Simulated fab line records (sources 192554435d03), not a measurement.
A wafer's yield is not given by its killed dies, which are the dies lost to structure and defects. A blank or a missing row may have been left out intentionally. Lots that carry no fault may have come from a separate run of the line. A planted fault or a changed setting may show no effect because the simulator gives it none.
fab line records	flow n5-finfet
record: lots: 11	wafers: 33	last-day: 17
route steps=1938 shown SD_EPI_P@311 ILD0@343 PASSIVATION@1936
lots that met no fault: taken from a fault-free run of the same line
start-h: hours from the record's first day to the start of the lot's first wafer shown	wait-h: hours elapsed since this lot's preceding step	" identical to the entry in the row above	L1.1+2: one row covering several wafers at once	- no value present, or no start provided	* or withheld: withheld	< > ~ a bound
route shown NAME@n: a module of which the file shows steps, and the number in the route of the first	usual: mean/standard deviation of fault-free wafers	same: alike in all rows	chamber/n: place in a boat	sites: the reading at each site	_std_site: standard deviation across them	_edge_site: the outer-site mean with the inner-site mean subtracted	radius-mm: how far each site lies from the wafer's centre	mask NAME#n: copy n	behind: tool/chamber where the wafer was last shaped	hold: what put the lot on hold/how long, in hours/how the hold closed	device: transistor that didn't switch, given as n, p or np	end of line: tests of these same wafers at the route's end	step lacking rows: just its recipe	killed: dies lost to structure and defects at the first sort, not the wafer's yield	map: shows each die of a wafer: x if killed, . if not, _ if none is there
set.NAME: setting as actually run; set.NAME@STEP: the setting as run at that earlier step	model.NAME: the simulator's own value behind a step, which no gauge read
route steps across a sampled set of lots; one table per step, one row per wafer
services: a tool's chamber out of use, with start hour (start-h, from the record's first day; less than 0 if before it), hours out, and reason
== steps ==
step: N5_SD_EPI_P_ETCH_47
recipe: chemistry: CH3F/O2	target: SiOCN	target-depth-a: 250	mask-material: SOC	ion-energy-ev: 60	bias-w: 29	pressure-mtorr: 30	source-w: 410	Ar_flow_sccm: 150	CH3F_flow_sccm: 30	O2_flow_sccm: 20
usual: drypump-motor-current-A: 5.7/0.39	oes-product-au: 0.81/0.074	rf-vpp-V: 127.3/1.5	showerhead-plenum-p-Torr: 2.01/0.044	throttle-valve-pct: 16.28/0.28
lot.wafer	tool	chamber	start-h	wait-h	drypump-motor-current-A	oes-product-au	rf-hours-counter-h	rf-vpp-V	showerhead-plenum-p-Torr	throttle-valve-pct
L290.1	rie-diel-03	1	58.61	0.1	6.2	0.78	117	128.5	2.10	16.22
L290.3	"	2	"	"	5.5	0.78	106	127.7	2.02	16.20
L290.6	"	1	"	"	6.1	0.77	-	128.0	2.10	16.21
L295.1	rie-diel-05	3	85.73	0.1	5.4	0.76	141	126.0	2.00	16.72
L295.5	"	1	"	"	6.2	0.84	-	127.6	2.03	16.51
L295.6	"	0	"	"	5.7	0.71	-	125.4	1.98	16.65
L296.1	rie-diel-03	1	93.13	0.1	6.2	0.77	128	129.7	2.10	16.25
L296.4	"	3	"	"	6.2	0.97	8	126.9	2.04	16.05
L296.6	"	3	"	"	6.2	0.96	-	127.9	2.05	16.06
L300.1	rie-diel-03	0	115.96	0.1	6.2	0.81	105	126.2	1.93	16.03
L300.2	"	1	"	"	6.1	0.75	134	128.8	2.09	16.26
L300.3	"	2	"	"	5.5	0.76	125	126.7	2.01	16.23
L302.2	rie-diel-01	1	127.67	0.1	5.8	0.87	61	129.1	2.03	16.22
L302.3	"	2	"	"	5.7	0.87	39	128.6	1.95	15.94
L302.5	"	2	"	"	5.7	0.88	-	127.1	1.95	15.94
L306.2	rie-diel-03	3	151.65	0.1	6.2	0.91	27	126.4	2.04	16.08
L306.5	"	2	"	"	5.5	0.75	-	127.3	2.01	16.27
L306.6	"	1	"	"	6.1	0.75	-	128.7	2.09	16.28
L307.2	rie-diel-03	3	159.89	0.1	6.2	0.90	30	128.7	2.04	16.08
L307.5	"	2	"	"	5.5	0.75	-	125.9	2.00	16.27
L307.6	"	1	"	"	6.2	0.74	-	128.6	2.09	16.29
L309.3	rie-diel-05	0	172.52	0.1	5.7	0.70	226	125.7	1.98	16.69
L309.4	"	3	"	"	5.4	0.75	171	126.3	1.99	16.80
L309.6	"	3	"	"	5.4	0.74	-	126.8	1.99	16.78
L311.1	rie-diel-01	2	184.83	0.1	5.7	0.85	57	126.8	1.94	15.98
L311.2	"	1	"	"	5.7	0.84	78	130.3	2.03	16.23
L311.4	"	0	"	"	5.6	0.76	-	127.6	2.01	16.33
L312.2	rie-diel-05	2	189.63	0.1	5.0	0.90	28	124.3	2.05	15.78
L312.4	"	1	"	"	6.2	0.79	99	127.6	2.02	16.58
L312.5	"	0	"	"	5.7	0.68	-	126.3	1.98	16.72
L313.1	rie-diel-03	0	192.07	0.1	6.1	0.78	126	127.7	1.93	16.07
L313.2	"	1	"	"	6.1	0.74	156	128.4	2.09	16.30
L313.5	"	0	"	"	6.1	0.78	-	127.0	1.93	16.06
step: N5_SD_EPI_P_EPI_MEAS_23
recipe: mode: xrd
usual: thk-nm: 60.9/1.1
lot.wafer	tool	chamber	start-h	wait-h	thk-nm
L290.1	film-metro-02	-	61.64	1.8	61.3
L290.3	"	-	"	"	60.4
L290.6	"	-	"	"	60.2
L295.1	film-metro-01	-	89.61	2.4	62.9
L295.5	"	-	"	"	62.7
L295.6	"	-	"	"	60.5
L296.1	film-metro-01	-	96.16	1.8	62.5
L296.4	"	-	"	"	59.6
L296.6	"	-	"	"	60.2
L300.1	film-metro-01	-	118.99	1.8	61.6
L300.2	"	-	"	"	60.4
L300.3	"	-	"	"	58.3
L302.2	film-metro-02	-	130.71	1.5	60.7
L302.3	"	-	"	"	60.0
L302.5	"	-	"	"	60.2
L306.2	film-metro-02	-	154.70	1.5	60.1
L306.5	"	-	"	"	59.6
L306.6	"	-	"	"	60.1
L307.2	film-metro-02	-	164.34	2.0	61.7
L307.5	"	-	"	"	60.2
L307.6	"	-	"	"	60.3
L309.3	film-metro-02	-	176.39	1.5	60.7
L309.4	"	-	"	"	61.1
L309.6	"	-	"	"	61.0
L311.1	film-metro-01	-	188.70	2.4	61.7
L311.2	"	-	"	"	60.6
L311.4	"	-	"	"	61.8
L312.2	film-metro-01	-	193.50	2.0	61.1
L312.4	"	-	"	"	60.5
L312.5	"	-	"	"	62.2
L313.1	film-metro-01	-	196.88	2.5	59.6
L313.2	"	-	"	"	59.9
L313.5	"	-	"	"	59.4
step: N5_ILD0_ALD_15
recipe: material: SiNx	target-thk-a: 240	temp-c: 400	ald-precursor-family: SiH2I2	ald-co-reactant: N2/H2-plasma	pulse-time-s: 1	ald-cycles: 480	purge-time-s: 2	co-reactant-purge-time-s: 2	pressure-torr: 2
usual: ald-cycles: 480/0	heater-power-outer-w: 518/62	heater-power-w: 833/83	precursor-pulse-height-rel: 1.003/0.019
lot.wafer	tool	chamber	start-h	wait-h	ald-cycles	heater-power-outer-w	heater-power-w	precursor-pulse-height-rel
L290.1	ald-sin-04	0	66.88	1.0	480	449	754	0.994
L290.3	"	1	"	"	480	636	975	0.998
L290.6	"	0	67.96	1.5	480	458	741	0.998
L295.1	ald-sin-01	0	95.30	1.1	480	590	874	1.006
L295.5	"	2	96.39	1.3	480	525	835	0.985
L295.6	"	1	"	"	480	427	683	1.031
L296.1	ald-sin-04	2	101.20	0.6	480	551	920	1.026
L296.4	"	1	"	"	480	638	960	1.009
L296.6	"	3	102.29	1.1	480	534	888	1.001
L300.1	ald-sin-04	3	123.76	0.6	480	536	892	1.022
L300.2	"	2	"	"	480	576	900	1.032
L300.3	"	1	"	"	480	632	968	0.985
L302.2	ald-sin-04	2	136.89	2.0	480	558	920	1.003
L302.3	"	1	"	"	480	629	977	0.987
L302.5	"	3	137.98	2.7	646	522	882	1.021
L306.2	ald-sin-02	3	159.48	0.5	480	426	752	1.010
L306.5	"	2	160.57	1.2	480	525	849	1.002
L306.6	"	3	"	"	480	421	730	0.989
L307.2	ald-sin-02	0	169.15	0.5	480	465	730	1.000
L307.5	"	1	170.23	1.2	480	511	880	1.027
L307.6	"	0	"	"	480	452	716	0.977
L309.3	ald-sin-02	2	182.32	1.5	480	534	857	1.022
L309.4	"	3	"	"	480	422	748	0.970
L309.6	"	2	183.41	2.3	480	523	849	1.004
L311.1	ald-sin-02	1	193.60	0.6	480	523	858	0.993
L311.2	"	2	"	"	480	526	863	0.997
L311.4	"	3	"	"	480	422	733	1.002
L312.2	ald-sin-01	1	198.95	0.5	480	429	672	0.995
L312.4	"	3	"	"	480	555	872	0.994
L312.5	"	0	200.03	1.2	480	580	895	1.040
L313.1	ald-sin-01	2	201.79	0.6	480	526	852	0.983
L313.2	"	0	"	"	480	603	871	0.983
L313.5	"	3	202.87	1.2	480	579	903	1.011
step: N5_ILD0_CMP_12
recipe: stop-on: poly-Si	material: SiNx	t-overpolish-s: 6	post-cmp-clean: alkaline-brush	down-force-psi: 2.5	platen-rpm: 51.8	pad-velocity-m-s: 1.0307	target-thk-nm: 17.67
usual: motor-current-A: 9.0/0.51	slurry-filter-dp-kPa: 13.50/0.12	time-to-endpoint-s: 30.6/2.2
lot.wafer	tool	chamber	start-h	wait-h	motor-current-A	slurry-filter-dp-kPa	time-to-endpoint-s
L290.3	cmp-04	0	69.08	1.1	8.8	13.39	26.8
L290.1	"	3	"	"	9.8	13.48	25.8
L290.6	"	0	"	"	8.6	13.56	29.8
L295.1	cmp-04	1	97.50	1.1	9.1	13.40	33.1
L295.5	"	1	"	"	8.8	13.45	31.4
L295.6	"	2	"	"	9.9	13.65	33.9
L296.4	cmp-04	3	103.44	1.2	9.2	13.32	30.8
L296.1	"	1	"	"	9.0	13.41	31.1
L296.6	"	2	"	"	9.7	13.52	33.5
L300.1	cmp-01	2	126.00	1.2	8.0	13.62	28.3
L300.2	"	3	"	"	8.8	13.40	31.2
L300.3	"	0	"	"	8.4	13.51	28.6
L302.3	cmp-03	3	139.19	1.2	9.1	13.42	29.2
L302.2	"	2	"	"	9.0	13.62	31.9
L302.5	"	3	"	"	9.3	13.39	37.8
L306.2	cmp-03	3	161.72	1.2	9.3	13.64	31.3
L306.6	"	2	"	"	8.6	13.50	32.3
L306.5	"	3	"	"	9.0	13.55	32.7
L307.2	cmp-03	3	171.42	1.2	9.4	13.56	31.8
L307.5	"	3	"	"	9.3	13.49	33.2
L307.6	"	0	"	"	8.2	13.73	30.7
L309.3	cmp-01	3	184.52	1.1	9.1	13.29	26.8
L309.4	"	0	"	"	8.6	13.49	26.1
L309.6	"	3	"	"	8.9	13.72	30.4
L311.2	cmp-03	2	195.80	1.1	8.7	13.35	33.9
L311.4	"	0	"	"	8.5	13.49	33.5
L311.1	"	1	"	"	9.0	13.53	33.6
L312.4	cmp-01	0	201.18	1.2	8.5	13.56	29.5
L312.2	"	1	"	"	9.8	13.33	31.1
L312.5	"	3	"	"	8.7	13.63	28.1
L313.1	cmp-04	0	204.06	1.2	8.4	13.39	29.9
L313.2	"	1	"	"	8.9	13.69	28.2
L313.5	"	3	"	"	8.9	13.75	28.9
step: N5_PASSIVATION_PROBE_49
usual: killed_at_M0_to_M3: 33/8.9	killed_at_M4_up: 15/5.4	killed-at-contacts: 13/5.8	killed-at-front-end: 39/9.9	killed-at-other: 3.2/2.9	killed-dies: 102/15	killed-on-rim: 13/3.7	killed-open: 68/12	killed-short: 34/7.6
same: gross-dies: 1180	killed-at-back-side: 0
lot.wafer	tool	chamber	start-h	wait-h	killed_at_M0_to_M3	killed_at_M4_up	killed-at-contacts	killed-at-front-end	killed-at-other	killed-dies	killed-on-rim	killed-open	killed-short
L290.1	prober-01	-	263.01	0.0	24	24	14	41	4	107	14	79	28
L290.3	prober-01	-	263.11	0.1	27	12	11	33	3	86	12	56	30
L290.6	prober-01	-	263.26	0.3	45	11	9	21	8	94	15	59	34
L295.1	prober-02	-	301.04	0.0	25	7	14	39	9	94	10	62	32
L295.5	prober-02	-	301.24	0.2	20	21	16	29	4	90	9	63	27
L295.6	prober-02	-	301.29	0.3	29	17	4	45	4	99	10	75	24
L296.1	prober-02	-	306.13	0.0	34	11	6	32	3	86	13	49	37
L296.4	prober-02	-	306.28	0.2	22	16	9	39	5	91	15	61	29
L296.6	prober-02	-	306.38	0.3	17	17	19	37	1	91	12	65	24
L302.2	prober-01	-	332.60	0.1	60	10	24	32	1	127	15	79	48
L302.3	prober-01	-	332.65	0.1	41	9	8	47	0	105	14	76	29
L302.5	prober-01	-	332.75	0.2	33	9	11	35	7	95	18	63	32
L300.1	prober-01	-	335.09	0.0	16	30	9	31	4	90	14	64	26
L300.2	prober-01	-	335.14	0.1	38	14	12	26	11	101	16	62	37
L300.3	prober-01	-	335.19	0.1	22	18	12	28	3	83	11	52	29
L307.2	prober-02	-	364.78	0.1	40	14	23	40	1	118	13	89	28
L307.5	prober-02	-	364.93	0.2	42	15	15	48	0	120	25	75	44
L307.6	prober-02	-	364.98	0.3	45	13	18	45	3	124	14	87	34
L306.2	prober-02	-	374.12	0.1	30	16	13	35	3	97	11	63	33
L306.5	prober-02	-	374.27	0.2	20	13	16	44	5	98	15	69	28
L306.6	prober-02	-	374.32	0.3	28	14	18	46	5	111	13	76	32
L312.2	prober-02	-	402.13	0.1	25	13	20	50	4	112	10	73	39
L312.4	prober-02	-	402.23	0.2	42	7	25	41	1	116	17	75	41
L312.5	prober-02	-	402.28	0.2	38	10	23	41	3	115	21	82	33
L309.3	prober-01	-	402.58	0.1	15	12	21	41	4	93	14	59	33
L309.4	prober-01	-	402.63	0.2	41	12	16	41	5	115	14	77	37
L309.6	prober-01	-	402.73	0.3	27	11	22	37	4	101	15	78	21
L313.1	prober-02	-	403.86	0.0	25	10	12	45	0	92	15	62	30
L313.2	prober-02	-	403.91	0.1	28	3	13	29	2	75	8	50	25
L313.5	prober-02	-	404.06	0.2	34	12	10	49	1	106	14	68	38
L311.1	prober-01	-	405.58	0.0	42	19	34	53	0	148	15	93	54
L311.2	prober-01	-	405.63	0.1	30	19	17	48	2	116	14	74	42
L311.4	prober-01	-	405.73	0.2	47	18	17	46	1	129	19	98	30
killed by level:class
L290.1 BEOL_M0_SAQP:geometric-particle:open=9 FIN_SAQP:geometric-particle:open=8 MOL_CONTACT_COAG:geometric-particle:open=8 BEOL_M4:geometric-particle:open=8 STARTING-WAFER:geometric-particle:open=7 MOL_CONTACT_COAG:geometric-particle:short=6 STI_FIN_REVEAL:geometric-particle:open=5 BEOL_M5:geometric-particle:open=5
L290.3 BEOL_M0_SAQP:geometric-particle:open=12 MOL_CONTACT_COAG:geometric-particle:open=9 BEOL_M0_SAQP:geometric-particle:short=8 FIN_SAQP:geometric-particle:short=7 STI_FIN_REVEAL:geometric-particle:open=5 DUMMY_GATE:geometric-particle:open=5 FIN_SAQP:geometric-particle:open=4 BEOL_M3:geometric-particle:open=4
L290.6 BEOL_M0_SAQP:geometric-particle:short=10 BEOL_M0_SAQP:geometric-particle:open=9 MOL_CONTACT_COAG:geometric-particle:open=8 BEOL_M3:geometric-particle:open=8 BEOL_M1:geometric-particle:open=6 BEOL_M3:geometric-particle:short=6 PASS1_CAP:geometric-particle:open=5 STARTING-WAFER:geometric-particle:open=5
L295.1 MOL_CONTACT_COAG:geometric-particle:open=13 FIN_SAQP:geometric-particle:open=9 FIN_SAQP:geometric-particle:short=8 BEOL_M2:geometric-particle:open=7 STI_FIN_REVEAL:geometric-particle:open=5 BEOL_M0_SAQP:geometric-particle:open=5 PASS1_CAP:geometric-particle:short=5 STARTING-WAFER:geometric-particle:open=4
L295.5 BEOL_M4:geometric-particle:open=12 MOL_CONTACT_COAG:geometric-particle:open=11 FIN_SAQP:geometric-particle:open=7 STI_FIN_REVEAL:geometric-particle:open=7 MOL_CONTACT_COAG:geometric-particle:short=5 BEOL_M0_SAQP:geometric-particle:open=4 BEOL_M1:geometric-particle:open=4 BEOL_M3:geometric-particle:open=4
L295.6 FIN_SAQP:geometric-particle:open=17 BEOL_M2:geometric-particle:open=11 BEOL_M4:geometric-particle:open=8 BEOL_M1:geometric-particle:open=6 STI_FIN_REVEAL:geometric-particle:open=6 ILD0:geometric-particle:short=6 BEOL_M3:geometric-particle:open=6 FIN_SAQP:geometric-particle:short=5
L296.1 BEOL_M3:geometric-particle:open=8 FIN_SAQP:geometric-particle:short=6 STI_FIN_REVEAL:geometric-particle:open=6 BEOL_M0_SAQP:geometric-particle:open=6 BEOL_M1:geometric-particle:short=5 STARTING-WAFER:geometric-particle:short=5 GATE_CUT:geometric-particle:short=4 BEOL_M1:geometric-particle:open=4
L296.4 STI_FIN_REVEAL:geometric-particle:open=15 BEOL_M4:geometric-particle:open=9 FIN_SAQP:geometric-particle:short=8 MOL_CONTACT_COAG:geometric-particle:open=6 DUMMY_GATE:geometric-particle:open=4 BEOL_M1:geometric-particle:open=4 BEOL_M2:geometric-particle:open=4 MOL_CONTACT_COAG:geometric-particle:short=3
L296.6 MOL_CONTACT_COAG:geometric-particle:open=16 STI_FIN_REVEAL:geometric-particle:open=9 BEOL_M4:geometric-particle:open=7 FIN_SAQP:geometric-particle:open=6 BEOL_M3:geometric-particle:open=5 BEOL_M8:geometric-particle:open=4 FIN_SAQP:geometric-particle:short=3 STI_FIN_REVEAL:geometric-particle:short=3
L302.2 MOL_CONTACT_COAG:geometric-particle:open=18 BEOL_M0_SAQP:geometric-particle:open=17 BEOL_M0_SAQP:geometric-particle:short=13 BEOL_M2:geometric-particle:open=8 FIN_SAQP:geometric-particle:open=7 DUMMY_GATE:geometric-particle:open=7 BEOL_M3:geometric-particle:open=7 MOL_CONTACT_COAG:geometric-particle:short=6
L302.3 STI_FIN_REVEAL:geometric-particle:open=16 BEOL_M3:geometric-particle:open=13 BEOL_M0_SAQP:geometric-particle:short=8 BEOL_M2:geometric-particle:open=8 DUMMY_GATE:geometric-particle:open=7 BEOL_M0_SAQP:geometric-particle:open=7 FIN_SAQP:geometric-particle:open=6 MOL_CONTACT_COAG:geometric-particle:open=6
L302.5 FIN_SAQP:geometric-particle:open=10 FIN_SAQP:geometric-particle:short=9 MOL_CONTACT_COAG:geometric-particle:open=9 BEOL_M1:geometric-particle:open=8 DUMMY_GATE:geometric-particle:open=5 BEOL_M0_SAQP:geometric-particle:open=5 BEOL_M0_SAQP:geometric-particle:short=5 STI_FIN_REVEAL:geometric-particle:open=4
L300.1 BEOL_M4:geometric-particle:open=15 STI_FIN_REVEAL:geometric-particle:open=9 MOL_CONTACT_COAG:geometric-particle:open=8 BEOL_M5:geometric-particle:open=5 DUMMY_GATE:geometric-particle:open=4 BEOL_M3:geometric-particle:open=4 STARTING-WAFER:geometric-particle:short=4 FIN_SAQP:geometric-particle:open=3
L300.2 BEOL_M0_SAQP:geometric-particle:open=10 BEOL_M4:geometric-particle:open=9 BEOL_M0_SAQP:geometric-particle:short=9 MOL_CONTACT_COAG:geometric-particle:open=9 STI_FIN_REVEAL:geometric-particle:open=7 BEOL_M3:geometric-particle:short=6 BEOL_M2:geometric-particle:open=5 FIN_SAQP:geometric-particle:open=4
L300.3 MOL_CONTACT_COAG:geometric-particle:open=12 BEOL_M0_SAQP:geometric-particle:short=8 FIN_SAQP:geometric-particle:open=6 BEOL_M0_SAQP:geometric-particle:open=6 ILD0:geometric-particle:short=4 STARTING-WAFER:geometric-particle:short=4 STI_FIN_REVEAL:geometric-particle:open=3 GATE_CUT:geometric-particle:short=3
L307.2 MOL_CONTACT_COAG:geometric-particle:open=21 BEOL_M0_SAQP:geometric-particle:open=11 BEOL_M3:geometric-particle:open=11 STI_FIN_REVEAL:geometric-particle:open=10 FIN_SAQP:geometric-particle:short=8 BEOL_M2:geometric-particle:open=8 BEOL_M0_SAQP:geometric-particle:short=7 GATE_CUT:geometric-particle:open=5
L307.5 STI_FIN_REVEAL:geometric-particle:open=13 MOL_CONTACT_COAG:geometric-particle:open=12 BEOL_M0_SAQP:geometric-particle:short=12 BEOL_M0_SAQP:geometric-particle:open=9 BEOL_M3:geometric-particle:open=8 FIN_SAQP:geometric-particle:open=7 GATE_CUT:geometric-particle:short=6 BEOL_M2:geometric-particle:open=6
L307.6 MOL_CONTACT_COAG:geometric-particle:open=15 STI_FIN_REVEAL:geometric-particle:open=12 BEOL_M3:geometric-particle:open=12 BEOL_M0_SAQP:geometric-particle:open=10 BEOL_M1:geometric-particle:open=7 FIN_SAQP:geometric-particle:open=6 FIN_SAQP:geometric-particle:short=5 STI_FIN_REVEAL:geometric-particle:short=5
L306.2 MOL_CONTACT_COAG:geometric-particle:open=9 BEOL_M0_SAQP:geometric-particle:short=9 STI_FIN_REVEAL:geometric-particle:open=8 BEOL_M4:geometric-particle:open=8 BEOL_M3:geometric-particle:open=8 DUMMY_GATE:geometric-particle:open=7 FIN_SAQP:geometric-particle:short=5 MOL_CONTACT_COAG:geometric-particle:short=4
L306.5 STI_FIN_REVEAL:geometric-particle:open=14 MOL_CONTACT_COAG:geometric-particle:open=13 FIN_SAQP:geometric-particle:open=10 BEOL_M4:geometric-particle:open=8 STI_FIN_REVEAL:geometric-particle:short=6 BEOL_M3:geometric-particle:open=5 FIN_SAQP:geometric-particle:short=4 BEOL_M0_SAQP:geometric-particle:short=4
L306.6 STI_FIN_REVEAL:geometric-particle:open=16 MOL_CONTACT_COAG:geometric-particle:open=13 BEOL_M0_SAQP:geometric-particle:open=9 DUMMY_GATE:geometric-particle:open=7 BEOL_M0_SAQP:geometric-particle:short=6 STARTING-WAFER:geometric-particle:open=5 MOL_CONTACT_COAG:geometric-particle:short=5 BEOL_M3:geometric-particle:open=5
L312.2 MOL_CONTACT_COAG:geometric-particle:open=16 FIN_SAQP:geometric-particle:open=9 FIN_SAQP:geometric-particle:short=9 STI_FIN_REVEAL:geometric-particle:open=8 BEOL_M0_SAQP:geometric-particle:open=6 BEOL_M1:geometric-particle:short=6 BEOL_M5:geometric-particle:open=6 DUMMY_GATE:geometric-particle:open=5
L312.4 MOL_CONTACT_COAG:geometric-particle:open=20 BEOL_M0_SAQP:geometric-particle:open=13 STI_FIN_REVEAL:geometric-particle:open=12 BEOL_M0_SAQP:geometric-particle:short=8 BEOL_M2:geometric-particle:short=7 FIN_SAQP:geometric-particle:short=5 FIN_SAQP:geometric-particle:open=5 MOL_CONTACT_COAG:geometric-particle:short=5
L312.5 MOL_CONTACT_COAG:geometric-particle:open=22 STI_FIN_REVEAL:geometric-particle:open=15 BEOL_M0_SAQP:geometric-particle:short=9 BEOL_M0_SAQP:geometric-particle:open=9 BEOL_M1:geometric-particle:open=6 STI_FIN_REVEAL:geometric-particle:short=5 DUMMY_GATE:geometric-particle:open=5 BEOL_M1:geometric-particle:short=5
L309.3 MOL_CONTACT_COAG:geometric-particle:open=18 FIN_SAQP:geometric-particle:open=13 FIN_SAQP:geometric-particle:short=6 STI_FIN_REVEAL:geometric-particle:open=6 BEOL_M4:geometric-particle:open=6 BEOL_M2:geometric-particle:open=4 BEOL_M4:geometric-particle:short=4 GATE_CUT:geometric-particle:short=3
L309.4 MOL_CONTACT_COAG:geometric-particle:open=15 BEOL_M2:geometric-particle:open=13 BEOL_M0_SAQP:geometric-particle:short=10 FIN_SAQP:geometric-particle:open=8 STI_FIN_REVEAL:geometric-particle:open=8 FIN_SAQP:geometric-particle:short=7 DUMMY_GATE:geometric-particle:open=7 BEOL_M0_SAQP:geometric-particle:open=7
L309.6 MOL_CONTACT_COAG:geometric-particle:open=22 FIN_SAQP:geometric-particle:open=11 BEOL_M4:geometric-particle:open=7 STI_FIN_REVEAL:geometric-particle:open=6 BEOL_M0_SAQP:geometric-particle:open=6 STARTING-WAFER:geometric-particle:open=5 BEOL_M0:geometric-particle:open=4 BEOL_M3:geometric-particle:open=4
L313.1 STI_FIN_REVEAL:geometric-particle:open=11 MOL_CONTACT_COAG:geometric-particle:open=11 FIN_SAQP:geometric-particle:short=8 BEOL_M4:geometric-particle:open=8 BEOL_M0_SAQP:geometric-particle:short=7 STARTING-WAFER:geometric-particle:short=7 DUMMY_GATE:geometric-particle:open=5 BEOL_M1:geometric-particle:open=5
L313.2 MOL_CONTACT_COAG:geometric-particle:open=10 BEOL_M0_SAQP:geometric-particle:open=9 BEOL_M1:geometric-particle:open=8 STI_FIN_REVEAL:geometric-particle:open=6 GATE_CUT:geometric-particle:short=6 GATE_CUT:geometric-particle:open=3 MOL_CONTACT_COAG:geometric-particle:short=3 BEOL_M2:geometric-particle:short=3
L313.5 BEOL_M1:geometric-particle:open=13 FIN_SAQP:geometric-particle:short=12 MOL_CONTACT_COAG:geometric-particle:open=10 STI_FIN_REVEAL:geometric-particle:open=8 BEOL_M4:geometric-particle:open=8 GATE_CUT:geometric-particle:short=7 FIN_SAQP:geometric-particle:open=6 GATE_CUT:geometric-particle:open=5
L311.1 MOL_CONTACT_COAG:geometric-particle:open=26 BEOL_M1:geometric-particle:open=12 BEOL_M4:geometric-particle:short=11 DUMMY_GATE:geometric-particle:open=10 MOL_CONTACT_COAG:geometric-particle:short=8 STI_FIN_REVEAL:geometric-particle:open=7 FIN_SAQP:geometric-particle:short=6 FIN_SAQP:geometric-particle:open=6
L311.2 MOL_CONTACT_COAG:geometric-particle:open=13 BEOL_M2:geometric-particle:open=8 STI_FIN_REVEAL:geometric-particle:open=8 FIN_SAQP:geometric-particle:open=6 DUMMY_GATE:geometric-particle:open=6 BEOL_M3:geometric-particle:open=6 BEOL_M4:geometric-particle:open=6 ILD0:geometric-particle:short=5
L311.4 BEOL_M3:geometric-particle:open=21 DUMMY_GATE:geometric-particle:open=13 MOL_CONTACT_COAG:geometric-particle:open=12 FIN_SAQP:geometric-particle:open=6 BEOL_M0:geometric-particle:open=6 BEOL_M2:geometric-particle:open=6 BEOL_M4:geometric-particle:open=6 STI_FIN_REVEAL:geometric-particle:open=5
== services ==
tool	chamber	start-h	hours	kind
rie-diel-03	-	37.77	0.8	repair
rie-diel-01	3	39.06	7.1	repair
rie-diel-01	1	43.87	7.9	repair
cmp-04	-	45.70	0.9	repair
cmp-03	-	51.34	4.3	repair
ald-sin-01	2	53.49	3.6	repair
cmp-03	-	62.25	4.0	pm
ald-sin-04	-	73.66	6.1	pm
ald-sin-02	3	84.38	4.8	repair
cmp-01	-	86.56	0.9	repair
cmp-01	-	96.03	3.6	repair
ald-sin-04	0	102.95	12.7	repair
rie-diel-05	0	106.62	15.8	repair
ald-sin-02	3	122.06	3.6	repair
cmp-01	-	129.65	4.0	pm
ald-sin-02	-	134.01	14.6	pm
cmp-01	-	137.34	3.7	repair
cmp-04	-	145.72	5.4	pm
ald-sin-02	-	148.61	6.1	pm
cmp-04	-	153.98	1.3	repair
cmp-01	-	167.41	5.2	pm
cmp-01	-	173.97	1.1	repair
ald-sin-01	-	178.65	14.0	pm
ald-sin-04	0	179.12	45.6	repair
== key ==
first-sign: step: N5_ILD0_ALD_15	reading: ald-cycles	direction: up	sigmas: 99+	usual: *	struck: *
effect: step: N5_ILD0_CMP_12	reading: time-to-endpoint-s	direction: up	sigmas: 3.2	usual: *	struck: *
met-at N5_ILD0_ALD_15
struck-lots L302
struck-wafers L302.5
tester-left-out L302
not-acting-at N5_SD_EPI_P_ETCH_47,N5_SD_EPI_P_EPI_MEAS_23
onset-between 123.76 136.89
fault: kind: process-parameter-drift	tool: ald-sin-04	chamber: -	onset-h: 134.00	steps: N5_ILD0_ALD_15	channel: ald-cycles	offset: *	shape: step	end-h: 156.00	scope: struck-wafers-only	acts-in: *	stated: *
tester-left-out: of these lots the tester's yield and bins aren't shown, on N5 and GAA mostly nor the transistor test; their killed dies are dies lost to structure and defects alone, not to doping, threshold or leakage, so they don't give the yield
